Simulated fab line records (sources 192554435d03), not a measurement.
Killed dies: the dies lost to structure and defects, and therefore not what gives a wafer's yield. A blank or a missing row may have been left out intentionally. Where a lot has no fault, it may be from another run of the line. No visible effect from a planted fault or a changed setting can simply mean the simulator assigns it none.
Tool commonality check    flow n5-finfet    10 lots and 30 wafers in the sample

## THE REASON FOR OPENING IT
N5_BEOL_M5_THK_MEAS_01, reading M5_ILD_THK: flagged on 2 of 10 lots. Fault-free wafers read 121.1 nm, with a standard deviation of 1.8.
Rule: a lot is flagged in two cases, either no wafer of it has a number, or all its wafers with numbers fall more than 4 standard deviations from that mean. As for the other lots, they are considered sound.

lot   measured      on             M5_ILD_THK (nm), wafer by wafer  flag
L402  day 7 16:42   film-metro-01  120.5 119.2 120.3                
L404  day 8 02:28   film-metro-02  116.4 122.2 121.9                
L409  day 9 11:38   film-metro-02  118.8 121.1 118.6                
L411  day 10 03:38  film-metro-02  119.3 122.1 124.2                
L413  day 10 17:05  film-metro-02  138.4 140.7 138.8                FLAGGED
L414  day 11 03:41  film-metro-02  138.6 140.4 140.7                FLAGGED
L419  day 12 01:45  film-metro-01  119.8 120.0 122.4                
L421  day 12 11:19  film-metro-02  119.1 120.5 123.3                
L423  day 13 03:52  film-metro-02  116.6 120.6 120.1                
L424  day 13 20:53  film-metro-02  119.2 118.7 121.9                
Average over the flagged lots: 139.6 nm; offset from the usual +18.5 nm, equal to +10 standard deviations.

## WHICH TOOL RAN EACH LOT
The record holds 4 process steps before the reading, out of a route of 1938 steps. Read each cell as the tool, then ch plus the chambers that the sampled wafers visited, then the start.
lot   flag     N5_BEOL_M4_ANNEAL_87          N5_BEOL_M4_SPUTTER_96         N5_BEOL_M4_CMP_52              N5_BEOL_M5_CURE_79
L402           pvd-sputter-01, day 7 13:03   pvd-sputter-01, day 7 14:04   cmp-03 ch 1,2,3, day 7 14:34   uv-cure-02 ch 1, day 7 16:11
L404           pvd-sputter-01, day 7 21:53   pvd-sputter-01, day 7 22:55   cmp-03 ch 1,2,3, day 7 23:32   uv-cure-03 ch 2, day 8 01:29
L409           pvd-sputter-01, day 9 07:43   pvd-sputter-01, day 9 08:44   cmp-01 ch 0,1,3, day 9 09:37   uv-cure-01 ch 0, day 9 11:17
L411           pvd-sputter-03, day 9 22:28   pvd-sputter-03, day 9 23:29   cmp-01 ch 0,1,2, day 10 01:30  uv-cure-01 ch 1, day 10 03:13
L413  FLAGGED  pvd-sputter-02, day 10 13:26  pvd-sputter-02, day 10 14:27  cmp-01 ch 0,2,3, day 10 14:56  uv-cure-03 ch 2, day 10 16:35
L414  FLAGGED  pvd-sputter-03, day 11 00:01  pvd-sputter-03, day 11 01:02  cmp-03 ch 1,2,3, day 11 01:32  uv-cure-03 ch 1, day 11 03:10
L419           pvd-sputter-02, day 11 21:58  pvd-sputter-02, day 11 22:59  cmp-02 ch 1,2, day 11 23:36    uv-cure-02 ch 2, day 12 01:14
L421           pvd-sputter-03, day 12 07:29  pvd-sputter-03, day 12 08:30  cmp-02 ch 0,1,2, day 12 09:16  uv-cure-03 ch 1, day 12 10:52
L423           pvd-sputter-01, day 13 00:10  pvd-sputter-01, day 13 01:11  cmp-01 ch 0,2,3, day 13 01:45  uv-cure-03 ch 1, day 13 03:21
L424           pvd-sputter-01, day 13 16:45  pvd-sputter-01, day 13 17:46  cmp-03 ch 0,3, day 13 18:18    uv-cure-02 ch 0, day 13 19:54
These steps, and what they do:
- N5_BEOL_M4_ANNEAL_87: time 240 s.
- N5_BEOL_M4_SPUTTER_96: material Cu, target thk 4.5 nm, time 8.29 s.
- N5_BEOL_M4_CMP_52: polishes, stops on SiOC, t overpolish 6.8 s, target thk 40 nm.
- N5_BEOL_M5_CURE_79: cures SiCOH lowk, time 240 s.
- N5_BEOL_M5_THK_MEAS_01

## FLAGGED AGAINST TOTAL, ONE TOOL AT A TIME (gauges that did the reading follow at the end)
step                    tool            lots run  flagged  share of the flagged lots  sound lots run after its first flagged lot
N5_BEOL_M4_ANNEAL_87    pvd-sputter-01  5         0        none                       -
N5_BEOL_M4_ANNEAL_87    pvd-sputter-02  2         1        some                       1 (L419)
N5_BEOL_M4_ANNEAL_87    pvd-sputter-03  3         1        some                       1 (L421)
N5_BEOL_M4_SPUTTER_96   pvd-sputter-01  5         0        none                       -
N5_BEOL_M4_SPUTTER_96   pvd-sputter-02  2         1        some                       1 (L419)
N5_BEOL_M4_SPUTTER_96   pvd-sputter-03  3         1        some                       1 (L421)
N5_BEOL_M4_CMP_52       cmp-01          4         1        some                       1 (L423)
N5_BEOL_M4_CMP_52       cmp-02          2         0        none                       -
N5_BEOL_M4_CMP_52       cmp-03          4         1        some                       1 (L424)
N5_BEOL_M5_CURE_79      uv-cure-01      2         0        none                       -
N5_BEOL_M5_CURE_79      uv-cure-02      3         0        none                       -
N5_BEOL_M5_CURE_79      uv-cure-03      5         2        all                        2 (L421,L423)
N5_BEOL_M5_THK_MEAS_01  film-metro-01   2         0        none                       -
N5_BEOL_M5_THK_MEAS_01  film-metro-02   8         2        all                        3 (L421,L423,L424)

## WHAT THE TABLE ALLOWS
Rows of the table that ran all the flagged lots, 2 in number: uv-cure-03 at N5_BEOL_M5_CURE_79; film-metro-02 at N5_BEOL_M5_THK_MEAS_01.
- uv-cure-03 at N5_BEOL_M5_CURE_79: 2 of its 5 lots flagged. Lots that were sound ran on it after the first flagged one (L421, L423); a persistent fault on the entire tool would not allow that. On the flagged lots its readings are blank where sound lots have values: lamp-power-pct, run-length-s, wafer_temp_C_max.
- film-metro-02 at N5_BEOL_M5_THK_MEAS_01: 2 of its 8 lots flagged. Lots that were sound ran on it after the first flagged one (L421, L423, L424); a persistent fault on the entire tool would not allow that.
None of the table's rows ran every flagged lot and, after the first, no sound lot.

## WHAT WAS PUT IN BY THE SIMULATOR
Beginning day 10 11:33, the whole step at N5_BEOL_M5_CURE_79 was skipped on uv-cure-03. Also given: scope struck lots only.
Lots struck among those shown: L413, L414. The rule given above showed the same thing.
